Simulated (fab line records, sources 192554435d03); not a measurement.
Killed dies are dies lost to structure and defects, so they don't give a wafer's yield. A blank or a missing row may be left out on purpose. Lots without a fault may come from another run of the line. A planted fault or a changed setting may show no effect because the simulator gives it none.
Chamber matching | flow n5_finfet | N5_HKMG_FIN_ETCH_55 on rie_diel-04: 4 sister chambers
The step etches SOC in N2/H2, target depth 240 nm, time 300 s. 4 wafers are shown with their chamber, then 7 later ones without.

WAFERS WITH THEIR CHAMBER
wafer  | chamber | showerhead_plenum_p_Torr (Torr)
L735.2 | 0       | 2.71
L746.2 | 2       | 2.48
L746.6 | 1       | 2.41
L748.5 | 3       | 2.52

WAFERS WITHOUT THEIR CHAMBER
wafer  | showerhead_plenum_p_Torr (Torr)
L748.6 | 2.69
L754.3 | 2.48
L754.5 | 2.48
L754.6 | 2.41
L756.2 | 2.41
L756.5 | 2.41
L756.6 | 2.47

WHICH CHAMBER EACH WENT THROUGH
wafer  | from the rows above | in truth
L748.6 | 0                   | 0
L754.3 | 2                   | 2
L754.5 | 2                   | 2
L754.6 | 1                   | 1
L756.2 | 1                   | 1
L756.5 | 1                   | 1
L756.6 | 2                   | 2
Placed correctly: 7 of 7. Can't be placed from these rows: 0. Placed wrongly: 0.
How it was worked out, from the rows above alone: a wafer's distance from a chamber is the root of the sum, over the readings, of the square of ((its reading less the chamber's mean) divided by the reading's scatter). The wafer belongs to the nearest chamber; if the next one is less than 2 further off, it can't be placed. A chamber's mean is the mean of its shown wafers. The scatter: with one shown wafer a chamber, the root of the mean of the squares of how far each hidden wafer lies from its nearest shown one.
